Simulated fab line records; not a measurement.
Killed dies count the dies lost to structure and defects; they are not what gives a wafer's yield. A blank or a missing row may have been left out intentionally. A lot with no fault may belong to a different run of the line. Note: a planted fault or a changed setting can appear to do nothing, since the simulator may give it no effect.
Split-lot experiment | flow n5 finfet | route with 1938 steps; 7 lots, 21 wafers read

THE SPLIT
At N5_MOL_CONTACT_COAG_ALD_27 (deposits SiOC, target thk 17 nm, pulse time 1.5 s, time 2720 s), the setting time s was moved away from the recipe's 2720 s on 9 of the 21 wafers read, by -17.2% to +9.8%. All remaining wafers had this setting at the recipe value.

The split's own step is where the reading is taken.

THE READING
SiOC_of_MOL_CONTACT_COAG_ALD_27.thk nm (the simulator's own value, which no gauge read), in nm, at N5_MOL_CONTACT_COAG_ALD_27 (deposits SiOC, target thk 17 nm, pulse time 1.5 s, time 2720 s). The file gives no usual value for it. The 12 wafers here that ran the recipe average 17.0 nm, standard deviation 0.11 nm.

wafer  | tool, chamber at the split | time s as run, s | against the recipe | SiOC_of_MOL_CONTACT_COAG_ALD_27.thk nm, nm | against lot-mates on the recipe
L079.2 | ald sin-01, 2,2,0          | 2720             | recipe             | 17                                         | -
L079.4 | ald sin-01, 2,2,0          | 2720             | recipe             | 17                                         | -
L079.5 | ald sin-01, 2,2,0          | 2720             | recipe             | 17                                         | -
L081.3 | ald sin-02, 0              | 2987             | +9.8%              | 17.2                                       | +0.2
L081.4 | ald sin-02, 3              | 2987             | +9.8%              | 17                                         | +0.0
L081.5 | ald sin-02, 1              | 2720             | recipe             | 17                                         | -
L082.1 | ald sin-02, 3              | 2720             | recipe             | 17                                         | -
L082.4 | ald sin-02, 2,0            | 2428             | -10.7%             | 15.2                                       | -1.8
L082.5 | ald sin-02, 2,0            | 2428             | -10.7%             | 15.2                                       | -1.8
L083.1 | ald sin-02, 0,3            | 2720             | recipe             | 17                                         | -
L083.3 | ald sin-02, 0,3            | 2720             | recipe             | 17                                         | -
L083.5 | ald sin-02, 0              | 2720             | recipe             | 17.2                                       | -
L088.2 | ald sin-02, 3,0            | 2423             | -10.9%             | 15.2                                       | -1.6
L088.3 | ald sin-02, 3,0            | 2423             | -10.9%             | 15.2                                       | -1.6
L088.6 | ald sin-02, 2              | 2720             | recipe             | 16.8                                       | -
L089.4 | ald sin-01, 3              | 2720             | recipe             | 17                                         | -
L089.5 | ald sin-01, 1,2            | 2874             | +5.7%              | 17                                         | +0.0
L089.6 | ald sin-01, 1,2            | 2874             | +5.7%              | 17                                         | +0.0
L091.3 | ald sin-02, 1              | 2720             | recipe             | 17.2                                       | -
L091.6 | ald sin-02, 1              | 2720             | recipe             | 17.2                                       | -
L091.4 | ald sin-02, 0              | 2253             | -17.2%             | 14.4                                       | -2.8
If several chambers appear in one row, that row covers several wafers at once and the file leaves open which wafer was in which chamber.

FIT RESULTS
A straight line over all 21 wafers: SiOC_of_MOL_CONTACT_COAG_ALD_27.thk nm changes by +0.114 nm for each +1% of time s; r = +0.89; the points scatter about the line by 0.41 nm.
The same after taking each lot's own level away (the mean of its wafers on the recipe; 21 wafers): +0.113 nm for each +1%; r = +0.90; scatter 0.39 nm.
Per that fit: largest time s move, reading shift of 1.9 nm.
Measured against the standard deviation above, the lots' own levels, which go from 16.80 to 17.20 nm, span 3.6 times it.
So the lot-to-lot level changes the slope little: the two slopes agree.
Check: with one of the wafers moved furthest among these (-17.2%) left out of the fit, the line predicts -1.98 nm for it against its lot-mates. Against them it came out at -2.8 nm.

ADDITIONAL SPLITS CARRIED BY THESE WAFERS
Other splits were also applied to these wafers ahead of the reading. Each is held against what the fit with the lots' levels taken away leaves over:
other split on the same wafers        | wafers away from the commonest value | r with SiOC_of_MOL_CONTACT_COAG_ALD_27.thk nm (lot level and that fit taken away)
N5_SDB_COAT_03 spin rpm               | 4                                    | -0.01
N5_HKMG_FIN_ETCH_54 source w          | 11                                   | -0.11
N5_HKMG_FIN_ETCH_55 time s            | 10                                   | -0.34
N5_MOL_CONTACT_COAG_EXPOSE_05 dose mj | 6                                    | +0.30

THE FILE'S OWN FIT
SiOC_of_MOL_CONTACT_COAG_ALD_27.thk nm changes by +0.131 nm for each +1% of time s, r = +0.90.
